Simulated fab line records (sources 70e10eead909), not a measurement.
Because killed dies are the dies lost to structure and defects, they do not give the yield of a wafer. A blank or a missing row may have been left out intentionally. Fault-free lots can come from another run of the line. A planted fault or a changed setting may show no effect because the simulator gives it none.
fab line records | flow nand-harc
record lots=7 wafers=21 last-day=32
route steps=1302 shown P_M1@291
lots with no fault: from the same line, run without faults
start-h: the number of hours between the record's first day and the start of the first shown wafer of the lot | wait-h: hours elapsed since this lot's preceding step | " identical to the entry in the row above | L1.1+2: a single row standing in for several wafers | - value missing, or start not given | * or withheld: withheld | < > ~ a bound
route shown NAME@n: NAME is a module with steps in the file, n the number in the route of the first one | usual: the fault-free wafers' mean and standard deviation | same: alike in all rows | chamber/n: place in a boat | sites: per-site readings | _std_site: standard deviation of those values | _edge_site: mean of outer sites minus mean of inner sites | radius-mm: for every site, how far away it sits from the centre of the wafer | mask NAME#n: copy n | behind: the last tool/chamber to shape the wafer | hold: cause of the lot's hold/its duration in hours/its outcome | device: transistor that didn't switch, given as n, p or np | end of line: at the end of the route, the tests of the same wafers | a step given without rows: its recipe and nothing more | killed: at the first sort, the dies lost to defects and structure; wafer yield is something else | map: shows each die of a wafer: x if killed, . if not, _ if none is there
set.NAME: the setting that was run; set.NAME@STEP: the one run at that earlier step | model.NAME: the simulator's own value behind a step, which no gauge read
lots at some steps of the route; a table a step, a row a wafer
services: from which hour (start-h, from the record's first day; less than 0 if before it) a tool's chamber was out of use, for how many hours, and why
## steps
# step NHARC_P_M1_EBR_05
# step NHARC_P_M1_EXPOSE_06
# recipe na=1.35 target-cd-nm=130 dose-mj=81.88 mask-id=P_M1
# step NHARC_P_M1_PEB_07
# recipe peb-temp-c=100 peb-time-s=65
# step NHARC_P_M1_DEVELOP_08
# recipe develop-time-s=35 dev-temp-c=23
# step NHARC_P_M1_CD_MEAS_09
# recipe target-cd-nm=130 landing-energy-ev=500
# usual cd-nm=130.1/0.53
# columns lot.wafer tool chamber start-h wait-h cd-nm
L182.2 cd-sem-03 0 141.03 - 129.8
L182.4 " 0 " " 130.2
L182.6 " 0 " " 130.1
L184.3 cd-sem-01 0 156.96 - 129.4
L184.4 " 0 " " 130.0
L184.6 " 0 " " 129.7
L194.3 cd-sem-01 0 252.82 - 129.7
L194.4 " 0 " " 130.7
L194.5 " 0 " " 129.7
L197.4 cd-sem-02 0 284.98 - 131.1
L197.5 " 0 " " 130.2
L197.6 " 0 " " 130.8
L198.1 cd-sem-03 0 299.45 - 129.1
L198.2 " 0 " " 129.5
L198.4 " 0 " " 130.1
L199.3 cd-sem-03 0 301.06 - 129.2
L199.5 " 0 " " 129.3
L199.6 " 0 " " 129.2
L201.1 cd-sem-03 0 329.00 - 129.6
L201.3 " 0 " " 130.0
L201.4 " 0 " " 130.2
# step NHARC_P_M1_OVL_MEAS_10
# recipe pitch-nm=260
# usual overlay-x-nm=0.1/0.71 overlay-y-nm=0.2/1
# columns lot.wafer tool chamber start-h wait-h overlay-x-nm overlay-y-nm
L182.2 overlay-01 - 141.12 - -0.5 0.0
L182.4 " - " " -0.6 -0.1
L182.6 " - " " -1.3 -0.1
L184.3 overlay-01 - 157.04 - 1.1 1.8
L184.4 " - " " 1.7 2.2
L184.6 " - " " 1.3 2.0
L194.3 overlay-01 - 252.91 - -0.8 1.4
L194.4 " - " " -0.6 1.4
L194.5 " - " " -0.7 1.7
L197.4 overlay-02 - 285.07 - 0.1 0.1
L197.5 " - " " -0.4 -0.1
L197.6 " - " " -0.2 0.3
L198.1 overlay-01 - 299.54 - 0.2 -1.4
L198.2 " - " " -0.1 -1.0
L198.4 " - " " -0.3 -0.9
L199.3 overlay-02 - 301.14 - 0.4 0.9
L199.5 " - " " 0.5 1.6
L199.6 " - " " 0.6 1.3
L201.1 overlay-01 - 329.09 - -0.2 1.0
L201.3 " - " " -0.5 0.7
L201.4 " - " " -0.7 0.0
# step NHARC_P_M1_INSPECT_11
# usual raw-defect-count=4.2/2.2
# columns lot.wafer tool chamber start-h wait-h raw-defect-count
L182.2 defect-inspect-01 - 141.15 0.0 2
L182.4 " - " " 3
L182.6 " - " " 7
L184.3 defect-inspect-02 - 157.08 0.0 4
L184.4 " - " " 5
L184.6 " - " " 5
L194.3 defect-inspect-02 - 252.95 0.0 5
L194.4 " - " " 3
L194.5 " - " " 3
L197.4 defect-inspect-01 - 285.10 0.0 6
L197.5 " - " " 0
L197.6 " - " " 5
L198.1 defect-inspect-01 - 299.58 0.0 3
L198.2 " - " " 2
L198.4 " - " " 5
L199.3 defect-inspect-01 - 301.18 0.0 5
L199.5 " - " " 3
L199.6 " - " " 2
L201.1 defect-inspect-02 - 329.13 0.0 4
L201.3 " - " " 2
L201.4 " - " " 5
# step NHARC_P_M1_DESCUM_14
# recipe time-s=3 o2-flow-sccm=200 ar-flow-sccm=0 bias-power-w=0 chemistry=O2
# usual drypump-motor-current-A=5.7/0.46 oes-product-au=1.000/0.011 rf-vpp-V=58.0/0.97 showerhead-plenum-p-Torr=1.98/0.054 throttle-valve-pct=11.311/0.0088
# columns lot.wafer tool chamber start-h wait-h drypump-motor-current-A oes-product-au rf-hours-counter-h rf-vpp-V showerhead-plenum-p-Torr throttle-valve-pct
L182.4 rie-diel-07 3 141.29 0.1 5.0 1.014 4 56.9 1.91 11.315
L182.2 " 2 " " 5.4 1.011 4 57.3 2.06 11.296
L182.6 " 3 " " 5.0 1.025 - 55.8 1.91 11.315
L184.4 rie-diel-07 0 157.14 0.1 6.3 0.992 11 56.8 1.88 11.314
L184.3 " 2 " " 5.4 1.015 10 59.1 2.06 11.319
L184.6 " 0 " " 6.3 1.010 - 58.1 1.88 11.315
L194.3 rie-diel-09 3 253.03 0.1 6.3 0.989 5 57.3 2.01 11.304
L194.4 " 0 " " 6.5 0.999 6 59.8 2.04 11.317
L194.5 " 1 " " 5.2 1.008 - 58.6 2.00 11.317
L197.4 rie-diel-09 0 285.16 0.1 6.5 0.984 8 59.9 2.04 11.315
L197.5 " 0 " " 6.5 0.990 - 58.2 2.04 11.300
L197.6 " 1 " " 5.2 0.999 - 57.4 2.00 11.313
L198.1 rie-diel-03 3 299.65 0.1 6.0 0.986 1 56.5 1.94 11.315
L198.4 " 1 " " 5.5 0.999 1 56.5 1.90 11.306
L198.2 " 2 " " 5.9 1.002 1 58.4 1.98 11.310
L199.3 rie-diel-03 0 301.29 0.1 5.6 0.998 1 59.3 1.92 11.303
L199.5 " 2 " " 5.9 1.011 - 57.2 1.98 11.319
L199.6 " 3 " " 6.0 0.997 - 58.6 1.94 11.305
L201.3 rie-diel-09 2 329.20 0.1 5.2 1.005 0 58.3 2.06 11.324
L201.4 " 3 " " 6.2 0.999 0 56.8 2.01 11.308
L201.1 " 0 " " 6.5 0.987 0 59.0 2.04 11.306
# step NHARC_P_M1_ETCH_35
# recipe target-depth-a=400 overetch-a=120 time-s=43.94 ion-energy-ev=200 n2-flow-sccm=150 h2-flow-sccm=150 ar-flow-sccm=0 rf-w=400 bias-w=150 chemistry=N2/H2
# usual bias-w=150.0/0.46 chamber-pressure-mTorr=30.000/0.027 drypump-motor-current-A=5.8/0.44 oes-product-au=0.999/0.0096 rf-vpp-V=432.5/1.9 showerhead-plenum-p-Torr=2.11/0.06 throttle-valve-pct=14.172/0.0095
# columns lot.wafer tool chamber start-h wait-h bias-w chamber-pressure-mTorr drypump-motor-current-A oes-product-au rf-hours-counter-h rf-vpp-V showerhead-plenum-p-Torr throttle-valve-pct
L182.4 rie-diel-07 3 141.38 0.1 150.4 30.040 5.0 1.022 4 429.1 2.04 14.173
L182.2 " 0 " " 149.8 29.975 6.3 1.000 4 431.3 2.01 14.166
L182.6 " 2 " " 150.3 29.976 5.4 1.011 - 433.6 2.20 14.154
L184.4 rie-diel-07 1 157.23 0.1 151.0 30.037 6.1 0.994 12 430.8 2.03 14.173
L184.3 " 3 " " 150.3 30.020 5.0 1.001 9 431.8 2.04 14.168
L184.6 " 1 " " 150.1 30.008 6.1 0.990 - 430.7 2.03 14.149
L194.3 rie-diel-09 2 253.10 0.1 149.6 30.008 5.2 1.011 6 435.5 2.20 14.162
L194.4 " 3 " " 150.3 29.993 6.3 0.989 5 430.9 2.14 14.181
L194.5 " 3 " " 150.9 29.995 6.3 0.987 - 433.2 2.14 14.177
L197.4 rie-diel-09 2 285.25 0.1 149.9 30.009 5.2 1.008 9 435.5 2.20 14.162
L197.5 " 2 " " 149.9 29.974 5.2 1.014 - 436.2 2.20 14.172
L197.6 " 3 " " 150.5 30.016 6.3 0.988 - 431.6 2.14 14.167
L198.1 rie-diel-03 1 299.74 0.1 149.1 29.987 5.5 1.001 1 431.1 2.03 14.166
L198.2 " 3 " " 149.4 30.000 6.0 0.982 1 430.5 2.07 14.176
L198.4 " 0 " " 149.7 30.075 5.6 0.984 1 429.9 2.05 14.172
L199.3 rie-diel-03 0 301.36 0.1 150.0 30.027 5.6 1.004 1 431.3 2.05 14.180
L199.5 " 3 " " 149.7 29.971 6.0 0.986 - 432.5 2.07 14.156
L199.6 " 0 " " 149.6 29.996 5.6 1.000 - 430.9 2.05 14.160
L201.1 rie-diel-09 0 329.28 0.1 149.9 29.959 6.5 0.994 0 434.8 2.18 14.171
L201.3 " 1 " " 149.9 29.987 5.2 1.000 0 432.8 2.13 14.172
L201.4 " 2 " " 150.0 30.013 5.2 1.010 0 435.5 2.20 14.159
# step NHARC_P_M1_ETCH_15
# recipe target-depth-a=1825 time-s=91.2 c4f8-flow-sccm=withheld ar-flow-sccm=400 rf-w=600 bias-w=300 chemistry=C4F8/Ar
# usual bias-w=300.1/0.92 chamber-pressure-mTorr=24.999/0.023 oes-product-au=0.955/0.021 rf-vpp-V=442.7/1.8
# columns lot.wafer tool chamber start-h wait-h bias-w chamber-pressure-mTorr oes-product-au rf-hours-counter-h rf-vpp-V
L182.4 rie-diel-07 1 - - 298.2 24.989 0.966 4 440.5
L182.2 " 3 " " 299.4 24.970 0.971 4 439.5
L182.6 " 1 " " 300.0 24.997 0.973 - 440.7
L184.3 rie-diel-07 3 - - 300.4 25.016 0.970 9 440.8
L184.4 " 1 " " 300.7 24.990 0.969 12 440.7
L184.6 " 0 " " 298.4 24.989 0.976 - 439.9
L194.3 rie-diel-09 3 - - 299.5 24.984 0.950 5 443.2
L194.4 " 0 " " 300.3 24.982 0.958 6 444.8
L194.5 " 2 " " 300.4 25.019 0.966 - 443.4
L197.4 rie-diel-09 3 - - 301.3 24.950 0.980 8 443.6
L197.5 " 0 " " 299.8 24.992 0.962 - 444.4
L197.6 " 1 " " 299.4 24.967 0.968 - 442.3
L198.2 rie-diel-03 3 - - 300.3 24.991 0.943 1 441.7
L198.1 " 0 " " 299.0 25.001 0.944 1 439.6
L198.4 " 1 " " 299.5 24.998 0.957 1 440.7
L199.3 rie-diel-03 0 - - 300.3 24.968 0.953 2 440.7
L199.6 " 0 " " 299.4 25.035 0.954 - 440.5
L199.5 " 1 " " 300.0 25.006 0.964 - 440.2
L201.3 rie-diel-09 0 - - 300.0 25.006 0.982 0 443.1
L201.4 " 1 " " 300.1 25.003 0.960 0 445.0
L201.1 " 3 " " 301.5 25.022 0.986 0 444.1
# step NHARC_P_M1_CD_MEAS_16
# usual cd-nm=130.1/0.78
# columns lot.wafer tool chamber start-h wait-h cd-nm
L182.2 cd-sem-01 - 141.59 - 129.8
L182.4 " - " " 129.8
L182.6 " - " " 130.1
L184.3 cd-sem-03 - 157.45 - 128.9
L184.4 " - " " 128.3
L184.6 " - " " 129.3
L194.3 cd-sem-01 - 253.32 - 131.3
L194.4 " - " " 130.9
L194.5 " - " " 130.2
L197.4 cd-sem-02 - 285.47 - 131.6
L197.5 " - " " 130.6
L197.6 " - " " 131.0
L198.1 cd-sem-02 - 300.18 - 129.1
L198.2 " - " " 130.4
L198.4 " - " " 130.3
L199.3 cd-sem-03 - 301.58 - 128.9
L199.5 " - " " 129.4
L199.6 " - " " 128.9
L201.1 cd-sem-03 - 329.49 - 129.6
L201.3 " - " " 129.9
L201.4 " - " " 131.3
# step NHARC_P_M1_STRIP_18
# recipe power-w=1000 n2-flow-sccm=150 h2-flow-sccm=150 ar-flow-sccm=0 bias-w=0 chemistry=N2/H2
# usual drypump-motor-current-A=5.8/0.45 oes-product-au=0.999/0.01 rf-vpp-V=91.0/0.86 showerhead-plenum-p-Torr=2.11/0.063 throttle-valve-pct=14.171/0.0095
# same bias-w=0
# columns lot.wafer tool chamber start-h wait-h drypump-motor-current-A oes-product-au rf-hours-counter-h rf-vpp-V showerhead-plenum-p-Torr throttle-valve-pct
L182.4 rie-diel-07 2 141.69 0.1 5.4 1.003 4 92.3 2.20 14.179
L182.2 " 3 " " 5.0 1.001 4 89.6 2.04 14.165
L182.6 " 2 " " 5.4 1.002 - 92.4 2.20 14.175
L184.4 rie-diel-03 1 157.52 0.1 5.5 0.993 4 90.3 2.03 14.169
L184.3 " 2 " " 5.9 0.998 4 90.6 2.12 14.169
L184.6 " 2 " " 5.9 0.997 - 91.7 2.12 14.159
L194.4 rie-diel-03 1 253.39 0.1 5.5 0.985 11 90.1 2.03 14.174
L194.3 " 3 " " 6.0 0.992 12 91.3 2.07 14.171
L194.5 " 1 " " 5.5 0.994 - 91.2 2.03 14.179
L197.4 rie-diel-07 1 285.59 0.1 6.1 0.985 58 89.1 2.01 14.170
L197.5 " 3 " " 5.0 1.012 - 90.6 2.02 14.174
L197.6 " 0 " " 6.3 1.008 - 91.1 1.99 14.161
L198.2 rie-diel-09 0 300.26 0.1 6.5 0.997 10 93.6 2.18 14.176
L198.1 " 2 " " 5.2 1.018 10 91.8 2.20 14.177
L198.4 " 3 " " 6.3 0.991 9 90.8 2.14 14.182
L199.3 rie-diel-09 3 301.70 0.1 6.3 1.002 9 90.8 2.14 14.174
L199.5 " 1 " " 5.1 0.998 - 91.3 2.13 14.179
L199.6 " 2 " " 5.2 1.014 - 91.0 2.20 14.159
L201.4 rie-diel-03 3 329.57 0.1 6.0 0.994 4 90.0 2.07 14.173
L201.3 " 0 " " 5.6 1.006 4 91.0 2.05 14.169
L201.1 " 1 " " 5.5 0.989 3 90.2 2.03 14.175
# step NHARC_P_M1_ETCH_28
# recipe target-depth-a=300 over-etch-frac=0.3 time-s=72.99 ion-energy-ev=150 cf4-flow-sccm=50 n2-flow-sccm=100 ar-flow-sccm=150 rf-w=300 bias-w=100 chemistry=CF4/N2
# usual bias-w=99.99/0.28 cf4-flow-sccm=49.98/0.15 drypump-motor-current-A=5.7/0.45 oes-product-au=1.000/0.011 rf-vpp-V=315.5/1.6 showerhead-plenum-p-Torr=2.70/0.076 throttle-valve-pct=19.794/0.009
# columns lot.wafer tool chamber start-h wait-h bias-w cf4-flow-sccm drypump-motor-current-A oes-product-au rf-hours-counter-h rf-vpp-V showerhead-plenum-p-Torr throttle-valve-pct
L182.4 rie-diel-07 2 141.92 - 99.74 49.86 5.4 1.015 4 317.9 2.81 19.796
L182.2 " 3 " " 100.18 49.75 5.0 1.019 4 313.1 2.63 19.782
L182.6 " 1 " " 99.99 50.08 6.1 0.993 - 314.4 2.62 19.781
L184.4 rie-diel-03 2 157.77 - 99.92 50.02 5.9 1.002 4 316.1 2.72 19.797
L184.3 " 3 " " 100.24 49.66 6.0 1.005 4 315.6 2.67 19.797
L184.6 " 0 " " 100.03 49.96 5.6 1.001 - 314.9 2.64 19.798
L194.3 rie-diel-03 1 253.63 - 99.79 49.70 5.5 0.988 11 314.1 2.62 19.789
L194.4 " 3 " " 99.86 50.17 6.0 0.977 12 313.8 2.67 19.814
L194.5 " 1 " " 100.28 49.68 5.5 0.988 - 313.4 2.62 19.791
L197.4 rie-diel-07 0 285.79 - - - - - - - - -
L197.5 " 2 " " - - - - - - - -
L197.6 " 3 " " - - - - - - - -
L198.1 rie-diel-09 1 300.50 - - - - - - - - -
L198.2 " 2 " " - - - - - - - -
L198.4 " 3 " " - - - - - - - -
L199.3 rie-diel-09 0 301.89 - - - - - - - - -
L199.5 " 0 " " - - - - - - - -
L199.6 " 1 " " - - - - - - - -
L201.1 rie-diel-03 2 329.81 - 99.92 50.03 5.9 1.012 3 316.4 2.71 19.804
L201.4 " 3 " " 100.29 50.01 6.0 0.992 4 314.8 2.66 19.801
L201.3 " 0 " " 99.61 50.08 5.6 1.003 4 314.2 2.64 19.799
# step NHARC_P_M1_STRIP_19
# recipe time-s=600 temp-c=30 chemistry=post-etch-residue-remover
## services
# columns tool chamber start-h hours kind
rie-diel-07 - 120.08 9.0 pm
rie-diel-09 0 122.10 - clean
rie-diel-09 1 122.10 - clean
rie-diel-09 2 122.10 - clean
rie-diel-09 3 122.10 - clean
rie-diel-03 0 136.18 7.2 repair
rie-diel-09 0 138.83 13.4 repair
rie-diel-09 - 143.10 9.0 pm
rie-diel-09 1 143.10 9.0 vent-cycle
rie-diel-09 2 143.10 9.0 vent-cycle
rie-diel-09 3 143.10 9.0 vent-cycle
rie-diel-09 1 152.10 - clean
rie-diel-09 2 152.10 - clean
rie-diel-09 3 152.10 - clean
rie-diel-09 3 159.32 17.5 repair
rie-diel-09 0 176.60 - clean
rie-diel-09 1 176.60 - clean
rie-diel-09 2 190.39 6.3 repair
rie-diel-09 1 190.47 4.5 repair
rie-diel-07 0 274.93 4.5 repair
rie-diel-03 - 281.30 9.0 pm
rie-diel-07 - 297.08 9.0 pm
rie-diel-07 3 308.00 21.3 repair
rie-diel-09 - 320.10 9.0 pm
## key
first-sign step=NHARC_P_M1_ETCH_28 reading=tool-record direction=missing
effect none on later readings
met-at NHARC_P_M1_ETCH_28
struck-wafers L197.4,L197.5,L197.6,L198.1,L198.2,L198.4,L199.3,L199.5,L199.6
later-rows-left-out L197.4,L197.5,L197.6,L198.1,L198.2,L198.4,L199.3,L199.5,L199.6
sort-left-out L197.4,L197.5,L197.6,L198.1,L198.2,L198.4,L199.3,L199.5,L199.6
onset-between 141.92 285.79
fault kind=skipped-step-whole tool=rie-diel-07,rie-diel-09 chamber=- onset-h=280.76 steps=NHARC_P_M1_ETCH_28 scope=struck-lots-only
# sort-left-out: the simulated sort isn't trusted on such a fault, so these wafers' sort isn't shown, and their yield isn't known
# later-rows-left-out: the simulator's readings of these wafers behind a module that went badly wrong aren't trusted and aren't shown, but for the sort
